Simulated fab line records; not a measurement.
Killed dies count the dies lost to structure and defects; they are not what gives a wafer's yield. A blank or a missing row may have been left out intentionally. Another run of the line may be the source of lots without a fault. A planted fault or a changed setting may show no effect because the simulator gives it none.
Matching of chambers || flow n5_finfet || rie_diel-04 running N5_SD_EPI_N_ETCHBACK_44: 4 sister chambers
The step etches SiNx in CH3F/O2, stops on SiO2, target depth 14.5 nm. 14 wafers are shown with their chamber, then 7 later ones without.

== WAFERS, EACH WITH ITS CHAMBER ==
{"wafer": "L076.2", "chamber": 2, "showerhead_plenum_p_Torr (Torr)": 1.95, "rf_vpp_V (V)": 294, "throttle_valve_pct (%)": 16.74}
{"wafer": "L076.3", "chamber": 3, "showerhead_plenum_p_Torr (Torr)": 2.06, "rf_vpp_V (V)": 305, "throttle_valve_pct (%)": 16.36}
{"wafer": "L076.5", "chamber": 0, "showerhead_plenum_p_Torr (Torr)": 2.04, "rf_vpp_V (V)": 303, "throttle_valve_pct (%)": 16.16}
{"wafer": "L077.4", "chamber": 1, "showerhead_plenum_p_Torr (Torr)": 1.97, "rf_vpp_V (V)": 302, "throttle_valve_pct (%)": 16.44}
{"wafer": "L077.5", "chamber": 1, "showerhead_plenum_p_Torr (Torr)": 1.98, "rf_vpp_V (V)": 302, "throttle_valve_pct (%)": 16.44}
{"wafer": "L077.6", "chamber": 2, "showerhead_plenum_p_Torr (Torr)": 1.95, "rf_vpp_V (V)": 294, "throttle_valve_pct (%)": 16.72}
{"wafer": "L078.1", "chamber": 1, "showerhead_plenum_p_Torr (Torr)": 1.97, "rf_vpp_V (V)": 301, "throttle_valve_pct (%)": 16.43}
{"wafer": "L078.2", "chamber": 2, "showerhead_plenum_p_Torr (Torr)": 1.95, "rf_vpp_V (V)": 295, "throttle_valve_pct (%)": 16.71}
{"wafer": "L078.6", "chamber": 1, "showerhead_plenum_p_Torr (Torr)": 1.97, "rf_vpp_V (V)": 303, "throttle_valve_pct (%)": 16.43}
{"wafer": "L084.2", "chamber": 1, "showerhead_plenum_p_Torr (Torr)": 1.97, "rf_vpp_V (V)": 301, "throttle_valve_pct (%)": 16.47}
{"wafer": "L084.3", "chamber": 2, "showerhead_plenum_p_Torr (Torr)": 1.95, "rf_vpp_V (V)": 293, "throttle_valve_pct (%)": 16.27}
{"wafer": "L084.6", "chamber": 2, "showerhead_plenum_p_Torr (Torr)": 1.95, "rf_vpp_V (V)": 296, "throttle_valve_pct (%)": 16.26}
{"wafer": "L085.1", "chamber": 3, "showerhead_plenum_p_Torr (Torr)": 2.05, "rf_vpp_V (V)": 305, "throttle_valve_pct (%)": 16.39}
{"wafer": "L085.3", "chamber": 0, "showerhead_plenum_p_Torr (Torr)": 2.04, "rf_vpp_V (V)": 304, "throttle_valve_pct (%)": 16.19}

SIGNATURES, as means of the wafers listed above
{"reading": "showerhead_plenum_p_Torr", "chamber 0": 2.0400, "chamber 1": 1.9720, "chamber 2": 1.9500, "chamber 3": 2.0550, "scatter within a chamber": 0.00361}
{"reading": "rf_vpp_V", "chamber 0": 303.50, "chamber 1": 301.80, "chamber 2": 294.40, "chamber 3": 305.00, "scatter within a chamber": 0.922}
{"reading": "throttle_valve_pct", "chamber 0": 16.1750, "chamber 1": 16.4420, "chamber 2": 16.5400, "chamber 3": 16.3750, "scatter within a chamber": 0.16}
Rule: a wafer lies at a distance from a chamber equal to the root of the sum of squares, over the readings, of (its reading less the chamber's mean, divided by the reading's scatter). If the next closest chamber is less than 2 further off than the closest, the wafer can't be placed; otherwise it belongs to the closest. How the scatter is found: for the shown wafers, subtract from each reading the mean of its chamber, square and add these, divide the total by (wafers less chambers), then take the root.

== WAFERS WITHOUT THEIR CHAMBER ==
{"wafer": "L085.4", "showerhead_plenum_p_Torr (Torr)": 1.94, "rf_vpp_V (V)": 294, "throttle_valve_pct (%)": 16.29}
{"wafer": "L088.1", "showerhead_plenum_p_Torr (Torr)": 1.94, "rf_vpp_V (V)": 294, "throttle_valve_pct (%)": 16.29}
{"wafer": "L088.5", "showerhead_plenum_p_Torr (Torr)": 2.03, "rf_vpp_V (V)": 303, "throttle_valve_pct (%)": 16.22}
{"wafer": "L088.6", "showerhead_plenum_p_Torr (Torr)": 2.05, "rf_vpp_V (V)": 306, "throttle_valve_pct (%)": 16.43}
{"wafer": "L093.1", "showerhead_plenum_p_Torr (Torr)": 2.03, "rf_vpp_V (V)": 302, "throttle_valve_pct (%)": 16.22}
{"wafer": "L093.3", "showerhead_plenum_p_Torr (Torr)": 1.96, "rf_vpp_V (V)": 302, "throttle_valve_pct (%)": 16.49}
{"wafer": "L093.4", "showerhead_plenum_p_Torr (Torr)": 1.94, "rf_vpp_V (V)": 294, "throttle_valve_pct (%)": 16.32}

== CHAMBER TAKEN BY EACH ==
{"wafer": "L085.4", "from the rows above": 2, "in truth": 2}
{"wafer": "L088.1", "from the rows above": 2, "in truth": 2}
{"wafer": "L088.5", "from the rows above": 0, "in truth": 0}
{"wafer": "L088.6", "from the rows above": 3, "in truth": 3}
{"wafer": "L093.1", "from the rows above": 0, "in truth": 0}
{"wafer": "L093.3", "from the rows above": 1, "in truth": 1}
{"wafer": "L093.4", "from the rows above": 2, "in truth": 2}
7 of 7 placed correctly. Not placeable from these rows: 0. 0 placed wrongly.
